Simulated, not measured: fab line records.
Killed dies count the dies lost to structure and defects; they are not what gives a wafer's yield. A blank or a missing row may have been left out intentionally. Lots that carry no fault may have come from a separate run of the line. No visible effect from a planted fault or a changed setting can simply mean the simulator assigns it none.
fab line records	flow n5Finfet
record: lots: 7	wafers: 39
route steps=1938 shown FIN_SAQP@96 SD_EPI_N@273 MOL_CONTACT_COAG@559 BEOL_M3@981
startH: the number of hours between the record's first day and the start of the first shown wafer of the lot	waitH: hours from the lot's prior step to this one	" repeats the value in the row above	L1.1+2: a single row standing in for several wafers	- no value, or no start was given	* or withheld: withheld	< > ~ a bound
route shown NAME@n: names a module that has steps shown in the file, with the first one's number in the route	usual: mean and standard deviation over wafers with no fault	same: alike in all rows	chamber/n: place in a boat	sites: each site's reading	_std_site: how widely they spread, as a standard deviation	_edge_site: mean of outer sites minus mean of inner sites	radiusMm: for every site, how far away it sits from the centre of the wafer	mask NAME#n: copy n	behind: the most recent tool/chamber to have shaped the wafer	hold: cause of the lot's hold/its duration in hours/its outcome	device: names the non-switching transistor (n, p or np)	end of line: the tests these same wafers got at the end of their route	step lacking rows: just its recipe	killed: dies lost to structure and defects at the first sort, not the wafer's yield	map: a wafer's dies, marking killed ones x, the rest . and places with no die _
set.NAME: the setting as run; set.NAME@STEP: as run at that earlier step	model.NAME: the simulator's own value behind a step, which no gauge read
lots run with intentionally changed settings; tables by step, rows by wafer
== steps ==
step: N5_FIN_SAQP_HM_DEP_03
recipe: material: SiNx	targetThkA: 380	tempC: 400	precursor: SiH4/NH3/N2	pressureTorr: 1.5	rfW: 300	timeS: 33.6
lot.wafer	tool	chamber	startH	waitH	set.timeS	model.SiNx_of_FIN_SAQP_HM_DEP_03.thkNm
L074.1	pecvd-01	2	22.60	0.2	33.6	38.07
L074.2	"	1	"	"	39.29	44.41
L074.3	"	0	"	"	33.6	37.69
L074.4	"	1	"	"	39.29	44.59
L074.5	"	2	"	"	39.29	45.18
L074.6	"	0	"	"	33.6	38.61
L075.1	pecvd-04	0	27.64	0.2	33.6	37.26
L075.2	"	1	"	"	33.6	37.47
L075.3	"	1	"	"	33.6	37.58
L075.4	"	0	"	"	33.6	37.41
L075.5	"	1	"	"	33.6	37.68
L075.6	"	0	"	"	33.6	37.7
L083.1	pecvd-04	0	75.47	0.2	21.13	23.56
L083.2	"	1	"	"	33.6	37.17
L083.3	"	2	"	"	33.6	37.46
L083.4	"	2	"	"	33.6	37.66
L083.5	"	0	"	"	21.13	22.92
L083.6	"	1	"	"	21.13	23.4
L084.2	pecvd-02	0	83.94	0.2	33.6	37.27
L084.3	"	1	"	"	33.6	37.39
L084.6	"	2	"	"	33.6	38.84
L087.1	pecvd-04	0	99.38	0.2	16.49	18.36
L087.2	"	2	"	"	16.49	18.48
L087.3	"	1	"	"	33.6	37.99
L087.4	"	0	"	"	33.6	38.12
L087.5	"	2	"	"	33.6	38.26
L087.6	"	1	"	"	16.49	18.91
L096.1	pecvd-04	1	154.18	0.2	33.6	37.52
L096.2	"	0	"	"	33.6	37.51
L096.3	"	0	"	"	33.6	38.08
L096.4	"	1	"	"	33.6	37.85
L096.5	"	1	"	"	33.6	38.09
L096.6	"	0	"	"	33.6	37.96
L097.1	pecvd-04	2	159.43	0.2	33.6	37.67
L097.2	"	0	"	"	23.98	26.85
L097.3	"	1	"	"	23.98	26.63
L097.4	"	2	"	"	33.6	38.57
L097.5	"	1	"	"	23.98	27.24
L097.6	"	0	"	"	33.6	38.26
step: N5_FIN_SAQP_THK_MEAS_05
usual: thkNm: 37.9/0.54
lot.wafer	tool	chamber	startH	waitH	set.timeS@FIN_SAQP_HM_DEP_03	thkNm
L074.1	filmMetro-02	-	22.69	0.1	33.6	38.0
L074.2	"	-	"	"	39.29	44.4
L074.3	"	-	"	"	33.6	37.7
L074.4	"	-	"	"	39.29	44.6
L074.5	"	-	"	"	39.29	45.1
L074.6	"	-	"	"	33.6	38.6
L075.1	filmMetro-02	-	27.75	0.1	33.6	37.3
L075.2	"	-	"	"	33.6	37.5
L075.3	"	-	"	"	33.6	37.6
L075.4	"	-	"	"	33.6	37.4
L075.5	"	-	"	"	33.6	37.7
L075.6	"	-	"	"	33.6	37.7
L083.1	filmMetro-02	-	75.55	0.1	21.13	23.5
L083.2	"	-	"	"	33.6	37.1
L083.3	"	-	"	"	33.6	37.5
L083.4	"	-	"	"	33.6	37.7
L083.5	"	-	"	"	21.13	22.9
L083.6	"	-	"	"	21.13	23.4
L084.2	filmMetro-02	-	84.03	0.1	33.6	37.3
L084.3	"	-	"	"	33.6	37.4
L084.6	"	-	"	"	33.6	38.8
L087.1	filmMetro-02	-	99.47	0.1	16.49	18.4
L087.2	"	-	"	"	16.49	18.5
L087.3	"	-	"	"	33.6	38.0
L087.4	"	-	"	"	33.6	38.1
L087.5	"	-	"	"	33.6	38.3
L087.6	"	-	"	"	16.49	18.8
L096.1	filmMetro-01	-	154.29	0.1	33.6	37.5
L096.2	"	-	"	"	33.6	37.5
L096.3	"	-	"	"	33.6	38.1
L096.4	"	-	"	"	33.6	37.9
L096.5	"	-	"	"	33.6	38.1
L096.6	"	-	"	"	33.6	37.9
L097.1	filmMetro-02	-	159.52	0.1	33.6	37.7
L097.2	"	-	"	"	23.98	26.8
L097.3	"	-	"	"	23.98	26.6
L097.4	"	-	"	"	33.6	38.5
L097.5	"	-	"	"	23.98	27.2
L097.6	"	-	"	"	33.6	38.3
step: N5_FIN_SAQP_PECVD_47
recipe: material: a-Si	targetThkA: 450	tempC: 400	precursor: SiH4/He	pressureTorr: 3	rfW: 100	timeS: 36.3
step: N5_FIN_SAQP_PECVD_48
recipe: material: SiNx	targetThkA: 250	tempC: 400	precursor: SiH4/NH3/N2	pressureTorr: 1.5	rfW: 300	timeS: 22.1
step: N5_FIN_SAQP_SPACER2_ALD_28
recipe: material: SiO2	targetThkA: 81	tempC: 300	aldPrecursorFamily: BDEAS	aldCoReactant: O2-plasma	pulseTimeS: 1	purgeTimeS: 2	coReactantPurgeTimeS: 2	pressureTorr: 2
step: N5_FIN_SAQP_SPACER2_ETCHBACK_29
recipe: chemistry: CHF3/O2	mode: anisotropicEtchback	target: SiO2	targetDepthA: 122	timeS: 6.1	pressureMtorr: 30	sourceW: 650	biasW: 170	Ar_flow_sccm: 200	CHF3_flow_sccm: 50	O2_flow_sccm: 5	ionEnergyEv: 200
step: N5_FIN_SAQP_MANDREL2_REMOVE_60
recipe: chemistry: HBr/Cl2/O2	btTimeS: 10	target: a-Si	stopOn: SiNx	endpoint: OES-SiCl	overEtchFrac: 1	icpW: 600	biasW: 22	HBr_flow_sccm: 150	Cl2_flow_sccm: 80	O2_flow_sccm: 5	pressureMtorr: 10
lot.wafer	tool	chamber	startH	waitH	set.timeS@FIN_SAQP_HM_DEP_03	model.SiNx_of_FIN_SAQP_HM_DEP_03.thkNm
L074.1	rieSi-05	0	27.10	0.1	33.6	37.2
L074.2	"	2	"	"	39.29	43.8
L074.3	"	1	"	"	33.6	37
L074.4	"	3	"	"	39.29	44
L074.5	"	0	"	"	39.29	44.6
L074.6	"	1	"	"	33.6	38
L075.1	rieSi-06	2	32.01	0.1	33.6	36.6
L075.2+4	"	1,0	"	"	33.6	36.8
L075.3+5+6	"	3,0,1	"	"	33.6	37
L083.1	rieSi-06	1	80.24	0.1	21.13	23
L083.2	"	0	"	"	33.6	36.6
L083.3	"	2	"	"	33.6	36.8
L083.4	"	3	"	"	33.6	37
L083.5	"	3	"	"	21.13	22.2
L083.6	"	0	"	"	21.13	22.8
L084.2	rieSi-04	1	89.16	0.1	33.6	36.4
L084.3	"	2	"	"	33.6	36.8
L084.6	"	0	"	"	33.6	38
L087.1+2	rieSi-05	3,1	104.11	0.1	16.49	17.8
L087.3+4	"	2,0	"	"	33.6	37.4
L087.5	"	1	"	"	33.6	37.6
L087.6	"	2	"	"	16.49	18.2
L096.1+2	rieSi-05	1,2	159.18	0.1	33.6	36.8
L096.3+5+6	"	3,1,0	"	"	33.6	37.4
L096.4	"	0	"	"	33.6	37.2
L097.1	rieSi-06	0	164.24	0.1	33.6	36.8
L097.2	"	2	"	"	23.98	26.2
L097.3	"	1	"	"	23.98	26
L097.4	"	3	"	"	33.6	38
L097.5	"	3	"	"	23.98	26.6
L097.6	"	0	"	"	33.6	37.4
step: N5_FIN_SAQP_HM_OPEN_33
recipe: chemistry: CH3F/O2	target: SiNx	maskMaterial: SiO2	targetDepthA: 494	timeS: 70.6	pressureMtorr: 30	sourceW: 395	biasW: 73	Ar_flow_sccm: 150	CH3F_flow_sccm: 30	O2_flow_sccm: 20	ionEnergyEv: 120	ends: cleared
usual: etchRfOnTimeS: 69.1/1.3
lot.wafer	tool	chamber	startH	waitH	set.timeS@FIN_SAQP_HM_DEP_03	etchRfOnTimeS	model.etch.depthNm
L074.1	rieDiel-04	0	27.25	0.0	33.6	72.1	37.21
L074.2	"	1	"	"	39.29	82.0	43.78
L074.3	"	3	"	"	33.6	68.8	37.06
L074.4	"	0	"	"	39.29	85.0	43.96
L074.5	"	1	"	"	39.29	82.8	44.55
L074.6	"	3	"	"	33.6	70.3	37.99
L075.1	rieDiel-01	3	32.17	0.0	33.6	68.7	36.63
L075.2	"	0	"	"	33.6	68.6	36.83
L075.3	"	1	"	"	33.6	68.6	36.95
L075.4	"	2	"	"	33.6	68.6	36.78
L075.5	"	3	"	"	33.6	69.4	37.06
L075.6	"	2	"	"	33.6	69.2	37.07
L083.1	rieDiel-04	3	80.63	0.3	21.13	42.9	22.93
L083.2	"	2	"	"	33.6	68.8	36.54
L083.3	"	1	"	"	33.6	68.5	36.82
L083.4	"	0	"	"	33.6	68.4	37.03
L083.5	"	2	"	"	21.13	42.0	22.29
L083.6	"	1	"	"	21.13	42.6	22.77
L084.2	rieDiel-01	1	89.32	0.0	33.6	66.8	36.41
L084.3	"	2	"	"	33.6	67.6	36.76
L084.6	"	3	"	"	33.6	70.1	37.98
L087.1	rieDiel-01	3	104.76	0.5	16.49	32.7	17.73
L087.2	"	2	"	"	16.49	32.7	17.85
L087.3	"	0	"	"	33.6	68.4	37.35
L087.4	"	2	"	"	33.6	68.7	37.49
L087.5	"	3	"	"	33.6	69.8	37.63
L087.6	"	0	"	"	16.49	33.3	18.28
L096.1	rieDiel-02	1	159.34	0.0	33.6	68.0	36.89
L096.2	"	3	"	"	33.6	68.0	36.88
L096.3	"	0	"	"	33.6	71.5	37.46
L096.4	"	2	"	"	33.6	67.7	37.22
L096.5	"	0	"	"	33.6	71.0	37.46
L096.6	"	1	"	"	33.6	68.4	37.33
L097.1	rieDiel-01	2	164.40	0.0	33.6	67.8	36.87
L097.2	"	0	"	"	23.98	48.8	26.22
L097.3	"	3	"	"	23.98	48.2	25.97
L097.4	"	0	"	"	33.6	70.4	37.94
L097.5	"	3	"	"	23.98	48.9	26.61
L097.6	"	2	"	"	33.6	69.6	37.46
step: N5_SD_EPI_N_DESCUM_14
recipe: chemistry: O2	timeS: 7.9	sourcePowerW: 50	biasPowerW: 20	pressureMtorr: 20	rfFrequencyHz: 2.712e+07	tempC: 40	resist: CAR-ArF-block	o2FlowSccm: 225
lot.wafer	tool	chamber	startH	waitH	set.timeS	model.CAR-ArF-block_of_SD_EPI_N_COAT_03.thkNm
L074.1	rieDiel-02	0	50.36	0.0	7.9	144.2
L074.2+5	"	1	"	"	6.441	145
L074.3	"	3	"	"	7.9	143.8
L074.4	"	3	"	"	7.9	143.6
L074.6	"	0	"	"	6.441	144.6
L075.1	rieDiel-02	1	54.72	0.0	7.9	144
L075.2	"	3	"	"	4.093	145.6
L075.3+5	"	0,1	"	"	7.9	143.6
L075.4	"	0	"	"	4.093	145.8
L075.6	"	3	"	"	4.093	146
L083.1	rieDiel-01	0	104.09	0.3	7.9	144
L083.2	"	1	"	"	12.2	141.8
L083.3+6	"	2	"	"	7.9	144.2
L083.4	"	3	"	"	12.2	141.2
L083.5	"	0	"	"	12.2	141.4
L084.2	rieDiel-01	0	114.22	0.3	7.9	143.6
L084.3	"	3	"	"	7.9	143.8
L084.6	"	0	"	"	7.9	144
L087.1	rieDiel-01	2	127.14	0.1	7.9	144.2
L087.2+3	"	0,2	"	"	9.298	143.2
L087.4	"	0	"	"	7.9	144.4
L087.5	"	0	"	"	7.9	144
L087.6	"	2	"	"	9.298	143.4
L096.1+3+6	rieDiel-01	0,3,3	181.45	0.2	5.142	145.2
L096.2	"	2	"	"	7.9	143.6
L096.4	"	0	"	"	7.9	143
L096.5	"	2	"	"	7.9	143.2
L097.1	rieDiel-01	3	185.95	0.0	7.9	143.4
L097.2+4	"	0,1	"	"	3.455	146.2
L097.3+5	"	2,3	"	"	7.9	143.8
L097.6	"	2	"	"	3.455	146.4
step: N5_SD_EPI_N_ETCH_34
recipe: chemistry: CF4	target: SiARC	targetDepthA: 455	maskMaterial: CAR-ArF-block	timeS: 75.8	ionEnergyEv: 80	pressureMtorr: 40	sourceW: 545	biasW: 36	Ar_flow_sccm: 100	cf4FlowSccm: 100	ends: cleared
lot.wafer	tool	chamber	startH	waitH	set.timeS@SD_EPI_N_DESCUM_14	model.CAR-ArF-block_of_SD_EPI_N_COAT_03.thkNm
L074.1	rieDiel-02	0	50.39	0.0	7.9	111.6
L074.2	"	1	"	"	6.441	112.6
L074.3	"	3	"	"	7.9	111.2
L074.4	"	3	"	"	7.9	111
L074.5	"	1	"	"	6.441	112.4
L074.6	"	0	"	"	6.441	112.2
L075.1	rieDiel-02	1	54.75	0.0	7.9	111.6
L075.2	"	3	"	"	4.093	113
L075.3+5	"	0,1	"	"	7.9	111.2
L075.4+6	"	0,3	"	"	4.093	113.6
L083.1	rieDiel-01	0	104.13	0.0	7.9	111.4
L083.2	"	2	"	"	12.2	109.2
L083.3+6	"	3	"	"	7.9	111.8
L083.4	"	0	"	"	12.2	108.8
L083.5	"	2	"	"	12.2	109
L084.2+3	rieDiel-01	0,3	114.26	0.0	7.9	111.2
L084.6	"	0	"	"	7.9	111.4
L087.1+5	rieDiel-01	2,0	127.19	0.0	7.9	111.6
L087.2+3	"	0,2	"	"	9.298	110.6
L087.4	"	0	"	"	7.9	111.8
L087.6	"	2	"	"	9.298	111
L096.1	rieDiel-01	0	181.49	0.0	5.142	113
L096.2	"	2	"	"	7.9	111
L096.3+6	"	3	"	"	5.142	112.8
L096.4	"	0	"	"	7.9	110.8
L096.5	"	2	"	"	7.9	110.6
L097.1	rieDiel-01	3	185.99	0.0	7.9	110.8
L097.2	"	0	"	"	3.455	113.6
L097.3+5	"	2,3	"	"	7.9	111.2
L097.4+6	"	1,2	"	"	3.455	113.8
step: N5_SD_EPI_N_ETCH_45
recipe: chemistry: CH3F/O2	target: SiOCN	targetDepthA: 60	maskMaterial: SOC	ionEnergyEv: 60	biasW: 29	pressureMtorr: 15	sourceW: 410	Ar_flow_sccm: 150	CH3F_flow_sccm: 30	O2_flow_sccm: 20
lot.wafer	tool	chamber	startH	waitH	set.targetDepthA	model.etch.depthNm
L074.1+6	rieDiel-02	0	50.87	0.1	60	5.875
L074.2	"	1	"	"	60	6.015
L074.3	"	3	"	"	60	6.062
L074.4	"	3	"	"	60	6.057
L074.5	"	1	"	"	60	5.978
L075.1	rieDiel-02	1	55.23	0.1	60	5.972
L075.2	"	3	"	"	60	6.01
L075.3	"	0	"	"	60	5.93
L075.4	"	0	"	"	24.47	2.417
L075.5	"	1	"	"	24.47	2.445
L075.6	"	3	"	"	24.47	2.464
L083.1	rieDiel-01	0	104.61	0.1	46.46	4.744
L083.2	"	2	"	"	60	6.036
L083.3	"	3	"	"	46.46	4.675
L083.4	"	0	"	"	60	6.057
L083.5	"	2	"	"	46.46	4.726
L083.6	"	3	"	"	60	6.013
L084.2	rieDiel-01	0	114.74	0.1	60	6.084
L084.3	"	3	"	"	60	6.055
L084.6	"	0	"	"	60	6.104
L087.1	rieDiel-01	2	127.91	0.1	60	6.073
L087.2	"	0	"	"	60	6.027
L087.3	"	2	"	"	60	6.083
L087.4	"	0	"	"	82.75	8.345
L087.5+6	"	0,2	"	"	82.75	8.369
L096.1	rieDiel-01	0	181.97	0.1	60	5.992
L096.2	"	2	"	"	60	6.042
L096.3	"	3	"	"	50.41	5.068
L096.4	"	0	"	"	50.41	5.047
L096.5	"	2	"	"	50.41	5.094
L096.6	"	3	"	"	60	5.998
L097.1	rieDiel-01	3	186.47	0.1	79.93	7.988
L097.2	"	0	"	"	60	5.955
L097.3	"	2	"	"	79.93	8.019
L097.4	"	1	"	"	79.93	7.96
L097.5	"	3	"	"	60	5.995
L097.6	"	2	"	"	60	6.043
step: N5_MOL_CONTACT_COAG_ALD_27
recipe: material: SiOC	targetThkA: 170	tempC: 400	aldPrecursorFamily: carbosiloxane	aldCoReactant: H2-plasma	pulseTimeS: 1.5	timeS: 2720	purgeTimeS: 2	coReactantPurgeTimeS: 2	aldCycles: 340	pressureTorr: 2
lot.wafer	tool	chamber	startH	waitH	set.timeS	model.SiOC_of_MOL_CONTACT_COAG_ALD_27.thkNm
L074.1+3+5	aldSin-03	0,3,0	94.69	0.0	2720	17
L074.2+4+6	"	1,2,1	"	"	1737	10.8
L075.1+2+3+4+5+6	aldSin-03	2,3,0,1,1,2	101.20	0.0	2720	17
L083.1+4+6	aldSin-03	1,0,1	149.89	0.0	2720	17
L083.2+3	"	3,2	"	"	2083	13
L083.5	"	2	"	"	2083	12.8
L084.2+3+6	aldSin-04	3,0,3	160.26	0.0	2720	17
L087.1+3+5	aldSin-03	3,1,0	175.50	0.0	2720	17
L087.2+4+6	"	0,2,1	"	"	4226	17
L096.1+2+4	aldSin-03	1,3,0	228.91	0.0	2720	17
L096.3+5+6	"	2,1,2	"	"	2720	16.8
L097.1+4+5	aldSin-02	2,1,0	234.77	0.0	1626	10.2
L097.2+3+6	"	0,3,1	"	"	2720	17
step: N5_MOL_CONTACT_COAG_ETCH_124
recipe: chemistry: CH3F/O2	target: SiNx	targetDepthA: 65	maskMaterial: SOC	stopOn: SiOC	overEtchFrac: 0.3	ionEnergyEv: 120	pressureMtorr: 30	sourceW: 395	biasW: 73	Ar_flow_sccm: 150	CH3F_flow_sccm: 30	O2_flow_sccm: 20	ends: endPoint
lot.wafer	tool	chamber	startH	waitH	set.targetDepthA	model.etch.depthNm	model.SOC_of_MOL_CONTACT_COAG_COAT_62.thkNm
L074.1	rieDiel-01	3	101.29	0.0	65	4.986	48.6
L074.2	"	0	"	"	65	4.968	48.2
L074.3	"	1	"	"	65	4.985	48.2
L074.4+6	"	2,1	"	"	65	5.031	48.4
L074.5	"	2	"	"	65	4.937	48.2
L075.1	rieDiel-02	0	107.18	0.0	65	5.017	48.6
L075.2	"	3	"	"	65	4.992	48.4
L075.3	"	1	"	"	65	4.999	48.4
L075.4	"	2	"	"	65	4.998	48.4
L075.5	"	2	"	"	65	4.982	48.4
L075.6	"	1	"	"	65	5.034	48.4
L083.1	rieDiel-01	2	155.03	0.0	65	4.986	48.4
L083.2	"	3	"	"	65	4.975	48.8
L083.3	"	1	"	"	65	4.958	48.6
L083.4	"	0	"	"	88.3	4.96	47.4
L083.5	"	0	"	"	88.3	4.968	47.4
L083.6	"	3	"	"	88.3	4.964	47.6
L084.2	rieDiel-02	2	165.35	0.0	65	5.012	48.2
L084.3	"	0	"	"	65	5.028	48.8
L084.6	"	2	"	"	65	5.025	48.4
L087.1	rieDiel-02	2	182.60	0.0	46.93	4.774	49.2
L087.2	"	3	"	"	46.93	4.712	49
L087.3	"	1	"	"	65	5.019	48.4
L087.4	"	0	"	"	46.93	4.588	49.2
L087.5	"	1	"	"	65	4.983	48.4
L087.6	"	2	"	"	65	5.023	48
L096.1	rieDiel-02	2	233.90	0.0	38.34	3.894	50
L096.2	"	1	"	"	38.34	3.813	50
L096.3	"	0	"	"	38.34	3.752	50
L096.4	"	3	"	"	65	5.026	48.2
L096.5	"	2	"	"	65	5.013	48.8
L096.6	"	3	"	"	65	5.053	48.6
L097.1	rieDiel-04	1	240.45	0.0	65	5.003	48.6
L097.2	"	0	"	"	65	4.992	48.4
L097.3	"	3	"	"	65	5.051	48.6
L097.4	"	2	"	"	65	5.007	48.6
L097.5	"	1	"	"	65	5.04	48.8
L097.6	"	0	"	"	65	4.988	48.4
step: N5_MOL_CONTACT_COAG_ETCH_48
recipe: chemistry: C4F6/O2	targetDepthA: 150	overetchA: 45	maskMaterial: SOC	target: SiOC	biasW: 465	pressureMtorr: 10	timeS: 17	sourceW: 335	Ar_flow_sccm: 300	C4F6_flow_sccm: 10	O2_flow_sccm: 10	ionEnergyEv: 576
lot.wafer	tool	chamber	startH	waitH	set.targetDepthA@MOL_CONTACT_COAG_ETCH_124	model.SOC_of_MOL_CONTACT_COAG_COAT_62.thkNm
L074.1	rieDiel-01	3	101.33	0.0	65	45.8
L074.2+3	"	0,1	"	"	65	45.4
L074.4+5+6	"	2,2,1	"	"	65	45.6
L075.1	rieDiel-02	0	107.22	0.0	65	46
L075.2+3+4+5+6	"	3,1,2,2,1	"	"	65	45.8
L083.1+3	rieDiel-01	2,1	155.07	0.0	65	45.8
L083.2	"	3	"	"	65	46
L083.4+5	"	0	"	"	88.3	44.6
L083.6	"	3	"	"	88.3	45
L084.2	rieDiel-02	2	165.39	0.0	65	45.6
L084.3	"	0	"	"	65	46.2
L084.6	"	2	"	"	65	45.8
L087.1+4	rieDiel-02	2,0	182.64	0.0	46.93	46.6
L087.2	"	3	"	"	46.93	46.4
L087.3+5	"	1	"	"	65	45.8
L087.6	"	2	"	"	65	45.4
L096.1+2	rieDiel-02	2,1	233.94	0.0	38.34	47.4
L096.3	"	0	"	"	38.34	47.6
L096.4	"	3	"	"	65	45.6
L096.5	"	2	"	"	65	46.2
L096.6	"	3	"	"	65	45.8
L097.1+3+4	rieDiel-04	1,3,2	240.49	0.0	65	46
L097.2+6	"	0	"	"	65	45.8
L097.5	"	1	"	"	65	46.2
step: N5_BEOL_M3_ETCH_41
recipe: chemistry: CH3F/O2	target: SiCN	targetDepthA: 299	taperDeg: 2	timeS: 52.5	ionEnergyEv: 120	maskMaterial: TiN	pressureMtorr: 30	sourceW: 395	biasW: 75	Ar_flow_sccm: 150	CH3F_flow_sccm: 30	O2_flow_sccm: 20
lot.wafer	tool	chamber	startH	waitH	set.targetDepthA	model.etch.depthNm
L074.1	rieDiel-06	1	-	-	299	19.96
L074.2	"	2	"	"	299	20.21
L074.3	"	0	"	"	371.1	24.8
L074.4	"	3	"	"	371.1	24.95
L074.5	"	2	"	"	371.1	25.16
L074.6	"	1	"	"	299	20.01
L075.1	rieDiel-06	3	-	-	299	20.38
L075.2	"	1	"	"	299	20.12
L075.3	"	0	"	"	361.5	24.26
L075.4	"	2	"	"	299	20.52
L075.5	"	2	"	"	361.5	24.73
L075.6	"	1	"	"	361.5	24.16
L083.1	rieDiel-03	3	-	-	299	19.94
L083.2	"	1	"	"	299	19.01
L083.3	"	0	"	"	299	20.27
L083.4	"	2	"	"	299	20.01
L083.5	"	3	"	"	299	19.92
L083.6	"	0	"	"	299	20.2
L084.2	rieDiel-03	0	-	-	299	20.53
L084.3	"	1	"	"	299	19.2
L084.6	"	3	"	"	299	20.18
L087.1	rieDiel-06	1	-	-	299	19.81
L087.2	"	0	"	"	431.7	28.25
L087.3	"	3	"	"	431.7	28.61
L087.4	"	2	"	"	299	20.41
L087.5	"	2	"	"	299	20.49
L087.6	"	1	"	"	431.7	28.36
L096.1	rieDiel-03	3	-	-	354.6	23.85
L096.2	"	1	"	"	299	18.97
L096.3	"	0	"	"	299	20.27
L096.4	"	2	"	"	354.6	23.81
L096.5	"	2	"	"	354.6	24.04
L096.6	"	3	"	"	299	19.9
L097.1	rieDiel-05	0	-	-	299	19.81
L097.2	"	1	"	"	299	19.85
L097.3	"	2	"	"	128	8.363
L097.4	"	3	"	"	128	8.818
L097.5	"	2	"	"	299	19.46
L097.6	"	3	"	"	128	8.834
== key ==
split: step: N5_FIN_SAQP_HM_DEP_03	setting: timeS	stated: 33.6	by: wafer
response: step: N5_FIN_SAQP_HM_DEP_03	reading: model.SiNx_of_FIN_SAQP_HM_DEP_03.thkNm	change: +0.385	per: 1%	r: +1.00
response: step: N5_FIN_SAQP_THK_MEAS_05	reading: thkNm	change: *	per: 1%	r: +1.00
response: step: N5_FIN_SAQP_MANDREL2_REMOVE_60	reading: model.SiNx_of_FIN_SAQP_HM_DEP_03.thkNm	change: +0.384	per: 1%	r: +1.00
response: step: N5_FIN_SAQP_HM_OPEN_33	reading: etchRfOnTimeS	change: *	per: 1%	r: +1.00
response: step: N5_FIN_SAQP_HM_OPEN_33	reading: model.etch.depthNm	change: +0.384	per: 1%	r: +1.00
split: step: N5_SD_EPI_N_DESCUM_14	setting: timeS	stated: 7.9	by: wafer
response: step: N5_SD_EPI_N_DESCUM_14	reading: model.CAR-ArF-block_of_SD_EPI_N_COAT_03.thkNm	change: -0.0478	per: 1%	r: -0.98
response: step: N5_SD_EPI_N_ETCH_34	reading: model.CAR-ArF-block_of_SD_EPI_N_COAT_03.thkNm	change: -0.0489	per: 1%	r: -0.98
split: step: N5_SD_EPI_N_ETCH_45	setting: targetDepthA	stated: 60	by: wafer
response: step: N5_SD_EPI_N_ETCH_45	reading: model.etch.depthNm	change: +0.0598	per: 1%	r: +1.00
split: step: N5_MOL_CONTACT_COAG_ALD_27	setting: timeS	stated: 2720	by: wafer
response: step: N5_MOL_CONTACT_COAG_ALD_27	reading: model.SiOC_of_MOL_CONTACT_COAG_ALD_27.thkNm	shape: bent	atLowest: 10.2	atStated: 16.98	atHighest: 17
split: step: N5_MOL_CONTACT_COAG_ETCH_124	setting: targetDepthA	stated: 65	by: wafer
response: step: N5_MOL_CONTACT_COAG_ETCH_124	reading: model.etch.depthNm	shape: bent	atLowest: 3.82	atStated: 5.005	atHighest: 4.964
response: step: N5_MOL_CONTACT_COAG_ETCH_124	reading: model.SOC_of_MOL_CONTACT_COAG_COAT_62.thkNm	change: -0.0334	per: 1%	r: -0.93
response: step: N5_MOL_CONTACT_COAG_ETCH_48	reading: model.SOC_of_MOL_CONTACT_COAG_COAT_62.thkNm	change: -0.0349	per: 1%	r: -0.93
split: step: N5_BEOL_M3_ETCH_41	setting: targetDepthA	stated: 299	by: wafer
response: step: N5_BEOL_M3_ETCH_41	reading: model.etch.depthNm	change: +0.193	per: 1%	r: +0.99
